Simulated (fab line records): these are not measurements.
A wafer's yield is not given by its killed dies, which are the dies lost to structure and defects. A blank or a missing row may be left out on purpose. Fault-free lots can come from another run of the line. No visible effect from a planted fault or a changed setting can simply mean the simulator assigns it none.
3 desks looking at one fault || flow n5-finfet || every desk sees just its own numbers, and what lay behind them comes last

## THE DEFECT DESK
Counts from the inspections along the route, per lot, as means over the sampled wafers that have a number. Marked OUT: a lot whose mean sits more than 4 standard deviations from the usual mean, which makes it out of limits; the brackets give that distance.
Columns: A = raw-defect-count at N5_DUMMY_GATE_INSPECT_17, usual 216
{"lot": "L473", "first seen here": "day 5 06:14", "A": 198}
{"lot": "L476", "first seen here": "day 6 05:14", "A": 298}
{"lot": "L477", "first seen here": "day 6 06:11", "A": 218}
{"lot": "L481", "first seen here": "day 7 04:21", "A": 220}
{"lot": "L484", "first seen here": "day 8 00:55", "A": 243}
This desk's finding: nothing out of limits on any of the 5 lots.

## DESK OF THE TOOL OWNER: rie-diel-02
The tool's own readings at N5_DUMMY_GATE_DESCUM_20 (chemistry O2, time 6.2 s): means of the sampled wafers that have a number, for each lot that ran on this tool. Marked OUT: a lot whose mean sits more than 4 standard deviations from the usual mean, which makes it out of limits; the brackets give that distance.
Columns: A = drypump-motor-current-A at N5_DUMMY_GATE_DESCUM_20, usual 5.6 A; B = oes-product-au at N5_DUMMY_GATE_DESCUM_20, usual 0.81 a.u.; C = rf-vpp-V at N5_DUMMY_GATE_DESCUM_20, usual 243.3 V; D = showerhead-plenum-p-Torr at N5_DUMMY_GATE_DESCUM_20, usual 2.09 Torr; E = throttle-valve-pct at N5_DUMMY_GATE_DESCUM_20, usual 20.51 %
{"lot": "L473", "first seen here": "day 5 06:16", "A": 5.5, "B": 0.85, "C": 243.9, "D": 2.11, "E": 20.49}
{"lot": "L484", "first seen here": "day 8 00:57", "A": 5.5, "B": 0.94, "C": 243.5, "D": 2.10, "E": 20.38}
This desk's finding: nothing out of limits on any of the 2 lots.

## THE METROLOGY DESK
What the gauges read, lot by lot, whatever tool the lot ran on: means of the sampled wafers that have a number. Marked OUT: a lot whose mean sits more than 4 standard deviations from the usual mean, which makes it out of limits; the brackets give that distance. Only the readings that lie furthest out on some lot appear, 7 of the 12 it has.
Columns: A = cd-nm at N5_DUMMY_GATE_CD_MEAS_15, usual 25.08 nm; B = DIBL_N at N5_BEOL_M4_RC_MEAS_101, usual 36.4 mV/V; C = IOFF_N at N5_BEOL_M4_RC_MEAS_101, usual 0.159 nA/um; D = IOFF_P at N5_BEOL_M4_RC_MEAS_101, usual 0.21 nA/um; E = ION_N at N5_BEOL_M4_RC_MEAS_101, usual 670 uA/um; F = ION_P at N5_BEOL_M4_RC_MEAS_101, usual 459 uA/um; G = VT_N at N5_BEOL_M4_RC_MEAS_101, usual 250 mV
{"lot": "L473", "first seen here": "day 5 06:08", "A": 25.20, "B": 37.2, "C": 0.164, "D": 0.22, "E": 681, "F": 467, "G": 249}
{"lot": "L476", "first seen here": "day 6 05:08", "A": 24.91, "B": 38.3, "C": 0.181, "D": 0.23, "E": 675, "F": 461, "G": 248}
{"lot": "L477", "first seen here": "day 6 06:05", "A": 25.20, "B": 37.2, "C": 0.163, "D": 0.21, "E": 670, "F": 455, "G": 250}
{"lot": "L481", "first seen here": "day 7 04:16", "A": 25.36, "B": 35.0, "C": 0.130, "D": 0.18, "E": 660, "F": 454, "G": 255}
{"lot": "L484", "first seen here": "day 8 00:49", "A": 24.98, "B": 37.2, "C": 0.160, "D": 0.19, "E": 672, "F": 458, "G": 249}
This desk's finding: nothing out of limits on any of the 5 lots.

## TAKEN TOGETHER
Nothing out of limits was seen by the defect desk.
The tool owner's desk saw nothing out of limits.
Nothing out of limits was seen by the metrology desk.

## WHAT THE SIMULATOR HAD INSERTED
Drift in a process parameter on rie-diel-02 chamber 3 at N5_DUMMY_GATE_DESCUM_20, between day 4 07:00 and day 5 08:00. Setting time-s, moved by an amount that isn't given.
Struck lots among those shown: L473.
